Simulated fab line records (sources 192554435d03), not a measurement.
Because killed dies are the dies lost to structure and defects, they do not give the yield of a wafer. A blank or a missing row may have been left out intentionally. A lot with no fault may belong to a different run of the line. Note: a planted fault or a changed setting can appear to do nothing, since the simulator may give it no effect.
Matching of chambers | flow n5Finfet | N5_BEOL_M5_CURE_80 on uvCure-03: 3 sister chambers
The step cures SiCOH lowk, time 120 s. 6 wafers are shown with their chamber, then 10 later ones without.

WAFERS PAIRED WITH THEIR CHAMBERS
wafer  | chamber | wafer_temp_C_max | lampPowerPct (%)
L081.5 | 1       | 372.9            | 52.37
L081.6 | 1       | 372.9            | 52.41
L087.5 | 2       | 371.3            | 52.37
L087.6 | 2       | 371.1            | 52.29
L088.3 | 0       | 371.2            | 52.32
L088.5 | 0       | 371.5            | 52.32

WAFERS WITH NO CHAMBER GIVEN
wafer  | wafer_temp_C_max | lampPowerPct (%)
L088.6 | 371.5            | 52.39
L090.1 | 371.0            | 52.37
L090.4 | 371.5            | 52.31
L090.6 | 370.8            | 52.32
L096.1 | 370.7            | 52.33
L096.2 | 370.8            | 52.29
L096.3 | 371.2            | 52.32
L096.4 | 370.9            | 52.26
L096.5 | 371.1            | 52.30
L096.6 | 370.9            | 52.26

WHICH CHAMBER EACH ONE RAN IN
wafer  | from the rows above     | in truth
L088.6 | can't be placed: 0 or 2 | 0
L090.1 | can't be placed: 2 or 0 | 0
L090.4 | can't be placed: 0 or 2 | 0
L090.6 | can't be placed: 2 or 0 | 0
L096.1 | can't be placed: 2 or 0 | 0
L096.2 | can't be placed: 2 or 0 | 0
L096.3 | can't be placed: 2 or 0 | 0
L096.4 | can't be placed: 2 or 0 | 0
L096.5 | can't be placed: 2 or 0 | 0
L096.6 | can't be placed: 2 or 0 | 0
Placed correctly: 0 of 10. These rows do not allow placing 10 (true chamber among the candidates in 10). 0 placed wrongly.
How it was worked out, from the rows above alone: a wafer's distance from a chamber is the root of the sum, over the readings, of the square of ((its reading less the chamber's mean) divided by the reading's scatter). If the next closest chamber is less than 2 further off than the closest, the wafer can't be placed; otherwise it belongs to the closest. The mean given for a chamber averages the wafers shown for that chamber. The scatter is the square root of a quotient: the sum, over the shown wafers, of each reading's squared deviation from its chamber's mean, divided by wafers minus chambers.
